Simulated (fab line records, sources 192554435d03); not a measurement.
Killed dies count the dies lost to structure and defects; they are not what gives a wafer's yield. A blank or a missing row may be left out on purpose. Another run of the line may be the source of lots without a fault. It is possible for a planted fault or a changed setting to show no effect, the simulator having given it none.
Chamber matching | flow n5_finfet | N5_BEOL_M8_ETCH_62 on rie_diel-03: 4 sister chambers
The step etches SOC in N2/H2, target depth 110 nm, overetch 22 nm, time 165 s. 27 wafers are shown with their chamber, then 12 later ones without.

## EACH WAFER AND ITS CHAMBER
wafer  | chamber | drypump_motor_current_A (A) | throttle_valve_pct (%) | showerhead_plenum_p_Torr (Torr)
L074.1 | 2       | 6.0                         | 17.7                   | 2.42
L074.2 | 3       | 5.7                         | 18.2                   | 2.61
L074.4 | 3       | 5.6                         | 18.2                   | 2.61
L076.1 | 2       | 6.0                         | 17.7                   | 2.42
L076.2 | 3       | 5.6                         | 18.2                   | 2.61
L076.4 | 1       | 5.2                         | 17.3                   | 2.67
L075.3 | 0       | 6.2                         | 18.3                   | 2.65
L075.4 | 3       | 5.6                         | 18.2                   | 2.61
L075.6 | 0       | 6.3                         | 18.3                   | 2.65
L077.1 | 3       | 5.6                         | 18.2                   | 2.60
L077.2 | 0       | 6.3                         | 18.3                   | 2.64
L077.5 | 3       | 5.6                         | 18.2                   | 2.60
L080.1 | 2       | 6.0                         | 17.7                   | 2.41
L080.2 | 1       | 5.2                         | 17.4                   | 2.67
L080.4 | 3       | 5.6                         | 18.2                   | 2.60
L082.1 | 3       | 5.6                         | 18.2                   | 2.60
L082.2 | 1       | 5.2                         | 17.4                   | 2.66
L082.6 | 3       | 5.6                         | 18.2                   | 2.60
L083.1 | 2       | 6.0                         | 17.7                   | 2.41
L083.2 | 3       | 5.6                         | 18.2                   | 2.60
L083.5 | 2       | 6.0                         | 17.7                   | 2.41
L085.1 | 1       | 5.2                         | 17.4                   | 2.66
L085.3 | 3       | 5.6                         | 18.3                   | 2.59
L085.5 | 0       | 6.3                         | 18.3                   | 2.64
L086.1 | 0       | 6.3                         | 18.3                   | 2.63
L086.4 | 3       | 5.6                         | 18.3                   | 2.59
L086.5 | 3       | 5.7                         | 18.3                   | 2.59

SIGNATURES (means of the wafers above)
reading                  | chamber 0 | chamber 1 | chamber 2 | chamber 3 | scatter within a chamber
drypump_motor_current_A  | 6.280     | 5.200     | 6.000     | 5.615     | 0.0329
throttle_valve_pct       | 18.300    | 17.375    | 17.700    | 18.223    | 0.0365
showerhead_plenum_p_Torr | 2.6420    | 2.6650    | 2.4140    | 2.6008    | 0.0072
Rule: a wafer lies at a distance from a chamber equal to the root of the sum of squares, over the readings, of (its reading less the chamber's mean, divided by the reading's scatter). The wafer belongs to the nearest chamber; if the next one is less than 2 further off, it can't be placed. The scatter is the square root of a quotient: the sum, over the shown wafers, of each reading's squared deviation from its chamber's mean, divided by wafers minus chambers.

## WAFERS WHOSE CHAMBER IS MISSING
wafer  | drypump_motor_current_A (A) | throttle_valve_pct (%) | showerhead_plenum_p_Torr (Torr)
L087.1 | 5.2                         | 17.4                   | 2.66
L087.4 | 5.6                         | 18.3                   | 2.59
L087.5 | 5.1                         | 17.4                   | 2.66
L089.3 | 6.3                         | 18.3                   | 2.63
L089.4 | 6.0                         | 17.8                   | 2.41
L089.6 | 5.2                         | 17.4                   | 2.66
L091.2 | 6.0                         | 17.8                   | 2.40
L091.3 | 5.2                         | 17.4                   | 2.66
L091.5 | 6.3                         | 18.4                   | 2.63
L093.1 | 5.2                         | 17.4                   | 2.65
L093.5 | 6.3                         | 18.4                   | 2.63
L093.6 | 5.6                         | 17.8                   | 2.59

## WHICH CHAMBER EACH WENT THROUGH
wafer  | from the rows above | in truth
L087.1 | 1                   | 1
L087.4 | 3                   | 3
L087.5 | 1                   | 1
L089.3 | 0                   | 0
L089.4 | 2                   | 2
L089.6 | 1                   | 1
L091.2 | 2                   | 2
L091.3 | 1                   | 1
L091.5 | 0                   | 0
L093.1 | 1                   | 1
L093.5 | 0                   | 0
L093.6 | 3                   | 3
12 of 12 placed correctly. Can't be placed from these rows: 0. Number placed wrongly: 0.
